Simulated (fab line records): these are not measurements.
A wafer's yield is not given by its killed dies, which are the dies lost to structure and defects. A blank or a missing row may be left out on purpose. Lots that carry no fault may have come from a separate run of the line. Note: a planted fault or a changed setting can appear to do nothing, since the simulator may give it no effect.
fab line records    flow n5_finfet
[record] lots = 11  wafers = 30  last_day = 18
route steps=1938 shown BEOL_M9@1439
lots untouched by any fault: they come from a run of this same line in which no faults occurred
start_h: start of the lot's first displayed wafer, in hours after the record's first day    wait_h: how many hours have passed since the lot's step before this one    " unchanged from the row above    L1.1+2: one row covering several wafers at once    - value missing, or start not given    * or withheld: withheld    < > ~ a bound
route shown NAME@n: a module of which the file shows steps, and the number in the route of the first    usual: the fault-free wafers' mean and standard deviation    same: alike in all rows    chamber/n: place in a boat    sites: readings site by site    _std_site: the values' standard deviation    _edge_site: the outer-site mean with the inner-site mean subtracted    radius_mm: for every site, how far away it sits from the centre of the wafer    mask NAME#n: copy n    behind: the most recent tool/chamber to have shaped the wafer    hold: what put the lot on hold/how long, in hours/how the hold closed    device: the transistor (n, p or np) that didn't switch    end of line: at the end of the route, the tests of the same wafers    for a step that has no rows: nothing shown but its recipe    killed: the dies lost at the first sort to structure and to defects; this is not the yield of the wafer    map: per-die view of a wafer (x killed, . not killed, _ where there is no die)
set.NAME: the setting as run; set.NAME@STEP: as run at that earlier step    model.NAME: the simulator's own value behind a step, which no gauge read
route steps across a sampled set of lots; one table per step, one row per wafer
services: from which hour (start_h, from the record's first day; less than 0 if before it) a tool's chamber was out of use, for how many hours, and why
[[steps]]
[step N5_BEOL_M9_ETCH_65]
[recipe] chemistry = CF4  target = SiARC  target_depth_a = 156  mask_material = CAR-EUV  time_s = 26  ion_energy_ev = 80  pressure_mtorr = 40  source_w = 545  bias_w = 36  Ar_flow_sccm = 100  cf4_flow_sccm = 100  ends = cleared
[usual] bias_w = 36.00/0.12  drypump_motor_current_A = 5.7/0.42  etch_rf_on_time_s = 25.6/0.54  oes_product_au = 0.69/0.083  rf_vpp_V = 183.5/1.2  showerhead_plenum_p_Torr = 2.10/0.079  throttle_valve_pct = 15.43/0.21
lot.wafer  tool         chamber  start_h  wait_h  bias_w  drypump_motor_current_A  etch_rf_on_time_s  oes_product_au  rf_hours_counter_h  rf_vpp_V  showerhead_plenum_p_Torr  throttle_valve_pct
L128.3     rie_diel-03  0        203.24   0.0     36.12   6.0                      25.5               0.58            244                 183.4     2.10                      15.47
L128.4     "            3        "        "       35.94   5.7                      26.1               0.57            243                 184.1     2.12                      15.86
L128.6     "            1        "        "       35.95   6.3                      25.9               0.59            -                   185.1     2.19                      16.02
L130.1     rie_diel-04  0        220.40   0.0     35.90   5.8                      25.8               0.59            251                 183.7     2.10                      15.92
L130.2     "            3        "        "       35.93   5.1                      25.5               0.60            214                 182.9     2.04                      15.57
L130.3     "            2        "        "       36.08   6.2                      26.3               0.73            58                  185.1     2.18                      15.16
L129.1     rie_diel-03  0        222.17   0.0     35.87   6.0                      25.7               0.57            251                 183.6     2.10                      15.49
L129.3     "            2        "        "       35.95   5.0                      25.8               0.78            17                  186.1     2.18                      15.27
L129.5     "            2        "        "       35.95   5.0                      25.4               0.78            -                   184.3     2.18                      15.26
L132.3     rie_diel-04  1        233.71   0.0     36.23   5.7                      25.5               0.64            156                 181.9     1.97                      15.40
L132.5     "            2        "        "       35.97   6.2                      26.1               0.73            -                   184.2     2.18                      15.16
L132.6     "            3        "        "       35.69   5.2                      25.4               0.59            -                   182.9     2.04                      15.58
L131.1     rie_diel-04  1        234.64   0.0     35.98   5.7                      25.4               0.64            156                 183.2     1.97                      15.40
L131.5     "            1        "        "       36.06   5.7                      25.6               0.64            -                   182.6     1.97                      15.41
L131.6     "            3        "        "       36.15   5.2                      25.2               0.59            -                   183.8     2.04                      15.58
L133.3     rie_diel-03  1        240.84   0.0     35.98   6.3                      25.1               0.82            3                   184.6     2.19                      15.57
L133.4     "            3        "        "       36.08   5.7                      26.5               0.56            -                   183.2     2.12                      15.90
L133.6     "            1        "        "       35.86   6.3                      25.4               0.81            -                   184.1     2.19                      15.56
L137.1     rie_diel-01  2        267.69   0.0     35.98   5.2                      26.3               0.65            162                 183.8     2.06                      15.61
L137.3     "            1        "        "       36.06   5.8                      25.8               0.70            103                 184.3     2.08                      15.39
L137.5     "            2        "        "       36.01   5.2                      26.2               0.64            -                   182.5     2.06                      15.59
L139.2     rie_diel-03  0        283.97   0.0     36.08   6.1                      25.2               0.83            8                   183.7     2.09                      15.04
L139.4     "            2        "        "       36.02   5.0                      26.0               0.74            43                  183.1     2.17                      15.31
L144.5     rie_diel-04  3        316.61   0.0     36.01   5.2                      25.4               0.58            -                   182.6     2.03                      15.64
L144.6     "            2        "        "       35.68   6.2                      26.5               0.70            -                   185.6     2.17                      15.21
L147.1     rie_diel-04  1        330.81   0.0     36.00   5.7                      25.7               0.62            186                 181.5     1.96                      15.48
L147.5     "            1        "        "       35.93   5.7                      25.8               0.62            -                   181.9     1.96                      15.46
L150.2     rie_diel-04  2        351.04   0.0     36.01   6.2                      26.4               0.69            102                 184.7     2.16                      15.26
L150.3     "            1        "        "       36.03   5.7                      25.9               0.62            194                 181.6     1.96                      15.47
L150.5     "            0        "        "       35.91   5.8                      24.9               0.78            -                   183.9     2.09                      15.48
[step N5_BEOL_M9_VIA_ETCH_34]
[recipe] chemistry = C4F6/O2  target = SiCOH_lowk  target_depth_a = 1824  mask_material = SOC  taper_deg = 4  time_s = 68.4  ion_energy_ev = 250  pressure_mtorr = 30  source_w = 345  bias_w = 185  Ar_flow_sccm = 300  C4F6_flow_sccm = 10  O2_flow_sccm = 10
[usual] bias_w = 185.1/0.53  drypump_motor_current_A = 5.7/0.42  oes_f_703_au = 0.81/0.089  oes_product_au = 0.81/0.098  rf_vpp_V = 663/14  showerhead_plenum_p_Torr = 2.79/0.1  throttle_valve_pct = 20.72/0.2
lot.wafer  tool         chamber  start_h  wait_h  bias_w  drypump_motor_current_A  oes_f_703_au  oes_product_au  rf_hours_counter_h  rf_vpp_V  showerhead_plenum_p_Torr  throttle_valve_pct
L128.3     rie_diel-03  0        203.37   0.0     185.7   6.0                      0.69          0.67            245                 654       2.79                      20.62
L128.4     "            3        "        "       185.4   5.7                      0.69          0.68            243                 646       2.82                      21.08
L128.6     "            1        "        "       185.3   6.3                      0.70          0.69            -                   674       2.92                      21.30
L130.1     rie_diel-04  0        220.53   0.0     184.6   5.7                      0.71          0.68            251                 665       2.78                      21.06
L130.2     "            3        "        "       185.5   5.2                      0.72          0.69            214                 652       2.72                      20.83
L130.3     "            2        "        "       185.0   6.2                      0.84          0.85            58                  671       2.91                      20.56
L129.1     rie_diel-03  0        222.30   0.0     185.1   6.0                      0.68          0.67            251                 654       2.78                      20.60
L129.3     "            2        "        "       184.8   5.0                      0.90          0.92            17                  692       2.88                      20.46
L129.5     "            2        "        "       185.4   5.0                      0.90          0.93            -                   692       2.88                      20.48
L132.3     rie_diel-04  1        233.84   0.0     184.5   5.7                      0.75          0.74            156                 653       2.62                      20.65
L132.5     "            2        "        "       185.3   6.2                      0.82          0.85            -                   672       2.91                      20.57
L132.6     "            3        "        "       185.4   5.2                      0.72          0.68            -                   652       2.71                      20.83
L131.1     rie_diel-04  1        234.77   0.0     184.3   5.7                      0.76          0.75            156                 653       2.62                      20.66
L131.5     "            1        "        "       184.8   5.7                      0.76          0.75            -                   652       2.62                      20.65
L131.6     "            3        "        "       185.9   5.2                      0.72          0.68            -                   651       2.71                      20.84
L133.3     rie_diel-03  1        240.97   0.0     184.5   6.3                      0.94          0.97            3                   675       2.92                      21.03
L133.4     "            3        "        "       185.9   5.7                      0.68          0.66            -                   645       2.81                      21.12
L133.6     "            1        "        "       185.0   6.3                      0.95          0.96            -                   674       2.92                      21.01
L137.1     rie_diel-01  2        267.82   0.0     185.2   5.2                      0.76          0.76            162                 671       2.73                      20.82
L137.3     "            1        "        "       185.4   5.8                      0.84          0.82            103                 646       2.77                      20.72
L137.5     "            2        "        "       184.7   5.2                      0.76          0.75            -                   670       2.73                      20.82
L139.2     rie_diel-03  0        284.10   0.0     184.8   6.0                      0.96          0.97            8                   654       2.78                      20.32
L139.4     "            2        "        "       184.7   5.0                      0.86          0.87            43                  692       2.87                      20.51
L144.5     rie_diel-04  3        316.75   0.0     184.0   5.2                      0.70          0.67            -                   651       2.70                      20.87
L144.6     "            2        "        "       185.6   6.2                      0.80          0.81            -                   671       2.90                      20.60
L147.1     rie_diel-04  1        330.94   0.0     183.9   5.7                      0.73          0.73            186                 651       2.61                      20.72
L147.5     "            1        "        "       185.3   5.6                      0.73          0.72            -                   652       2.61                      20.70
L150.2     rie_diel-04  2        351.17   0.0     185.4   6.2                      0.79          0.81            102                 671       2.89                      20.61
L150.3     "            1        "        "       184.9   5.7                      0.72          0.71            194                 652       2.60                      20.71
L150.5     "            0        "        "       185.1   5.8                      0.91          0.90            -                   663       2.77                      20.77
[step N5_BEOL_M9_CVD_78]
[recipe] material = Co  target_thk_a = 20  temp_c = withheld  precursor = CCTBA/H2  pressure_torr = 30  time_s = 138.9
[usual] run_length_s = 161.9/0.42
lot.wafer  tool       chamber  start_h  wait_h  run_length_s
L128.3     cvd_co-01  2        206.31   0.1     161.5
L128.4     "          1        "        "       161.5
L128.6     "          1        "        "       161.8
L130.1     cvd_co-02  1        221.81   0.1     162.5
L130.2     "          0        "        "       162.3
L130.3     "          2        "        "       162.3
L129.1     cvd_co-02  2        225.29   0.0     161.8
L129.3     "          1        "        "       162.5
L129.5     "          2        "        "       162.0
L132.3     cvd_co-02  1        236.01   0.1     162.4
L132.5     "          1        "        "       162.4
L132.6     "          2        "        "       162.0
L131.1     cvd_co-01  0        236.39   0.0     161.7
L131.5     "          2        "        "       161.4
L131.6     "          1        "        "       162.0
L133.3     cvd_co-01  0        242.59   0.0     161.7
L133.4     "          0        "        "       161.4
L133.6     "          2        "        "       161.5
L137.1     cvd_co-02  2        269.38   0.2     162.2
L137.3     "          0        "        "       162.2
L137.5     "          2        "        "       161.7
L139.2     cvd_co-02  0        285.66   0.0     162.1
L139.4     "          2        "        "       161.9
L144.5     cvd_co-02  2        320.07   0.1     98.2
L144.6     "          1        "        "       98.7
L147.1     cvd_co-02  2        332.49   0.1     161.7
L147.5     "          0        "        "       97.9
L150.2     cvd_co-02  2        352.54   0.0     162.3
L150.3     "          0        "        "       161.8
L150.5     "          0        "        "       97.9
[step N5_BEOL_M9_DEP_56]
[recipe] material = SiCN  target_thk_a = 150  temp_c = withheld  precursor = 3MS/NH3  pressure_torr = 3  rf_w = 202  time_s = 26.5
[usual] showerhead_plenum_p_Torr = 3.676/0.016  throttle_valve_pct = 9.03/0.3
lot.wafer  tool      chamber  start_h  wait_h  showerhead_plenum_p_Torr  throttle_valve_pct
L128.3     pecvd-03  2        207.57   0.0     3.673                     9.05
L128.4     "         2        "        "       3.686                     8.61
L128.6     "         1        "        "       3.671                     9.62
L130.1     pecvd-03  1        223.51   0.0     3.672                     9.17
L130.2     "         0        "        "       3.695                     8.63
L130.3     "         2        "        "       3.675                     8.85
L129.1     pecvd-03  2        226.38   0.0     3.685                     8.82
L129.3     "         0        "        "       3.704                     8.97
L129.5     "         1        "        "       3.661                     9.67
L132.3     pecvd-03  0        237.18   0.0     3.700                     8.84
L132.5     "         0        "        "       3.693                     8.72
L132.6     "         1        "        "       3.674                     9.33
L131.1     pecvd-01  2        237.48   0.0     3.676                     8.96
L131.5     "         1        "        "       3.666                     9.16
L131.6     "         0        "        "       3.664                     8.99
L133.3     pecvd-03  1        244.09   0.0     3.665                     9.26
L133.4     "         1        "        "       3.660                     9.22
L133.6     "         2        "        "       3.684                     8.78
L137.1     pecvd-03  2        270.85   0.0     3.673                     9.01
L137.3     "         1        "        "       3.666                     9.50
L137.5     "         2        "        "       3.693                     9.03
L139.2     pecvd-01  1        287.51   0.0     3.663                     9.38
L139.4     "         2        "        "       3.676                     9.05
L144.5     pecvd-03  0        321.06   0.0     3.702                     8.90
L144.6     "         1        "        "       3.666                     9.04
L147.1     pecvd-03  1        333.72   0.0     3.670                     9.24
L147.5     "         1        "        "       3.673                     9.44
L150.2     pecvd-01  0        353.66   0.0     3.666                     8.76
L150.3     "         2        "        "       3.680                     8.57
L150.5     "         2        "        "       3.683                     8.81
[[services]]
tool         chamber  start_h  hours  kind
rie_diel-01  1        186.61   6.5    repair
rie_diel-04  3        198.65   1.7    repair
cvd_co-01    0        203.85   11.4   repair
rie_diel-01  1        218.33   2.2    repair
rie_diel-04  0        235.68   -      clean
rie_diel-04  0        235.68   -      consumable_replace:focus_ring
rie_diel-04  0        235.68   26.3   scheduled_down
rie_diel-04  0        235.68   26.3   vent_cycle
rie_diel-04  -        237.68   2.8    pm
pecvd-03     -        238.67   4.3    pm
pecvd-01     -        241.79   14.6   pm
rie_diel-01  0        254.85   1.3    repair
cvd_co-02    1        263.33   22.5   repair
rie_diel-01  0        269.55   3.6    repair
pecvd-01     1        279.98   6.5    repair
pecvd-01     0        287.45   3.9    repair
rie_diel-04  -        288.48   2.1    repair
cvd_co-01    -        300.43   2.8    pm
rie_diel-01  1        305.80   8.6    repair
cvd_co-02    -        335.06   14.6   pm
rie_diel-03  1        336.61   1.6    repair
pecvd-01     1        343.01   16.8   repair
cvd_co-01    0        344.64   4.3    repair
cvd_co-01    2        346.00   3.3    repair
[[key]]
[first_sign] step = N5_BEOL_M9_CVD_78  reading = run_length_s  direction = down  sigmas = 99+  usual = *  struck = *
effect none on later readings
met_at N5_BEOL_M9_CVD_78
struck_lots L144,L147,L150
struck_wafers L144.5,L144.6,L147.5,L150.5
not_acting_at N5_BEOL_M9_ETCH_65,N5_BEOL_M9_VIA_ETCH_34,N5_BEOL_M9_DEP_56
onset_between 285.66 320.07
[fault] kind = process_parameter_drift  tool = cvd_co-02  chamber = -  onset_h = 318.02  steps = N5_BEOL_M9_CVD_78  channel = time_s  offset = *  shape = step  end_h = 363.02  scope = struck_wafers_only  acts_in = *  stated = *
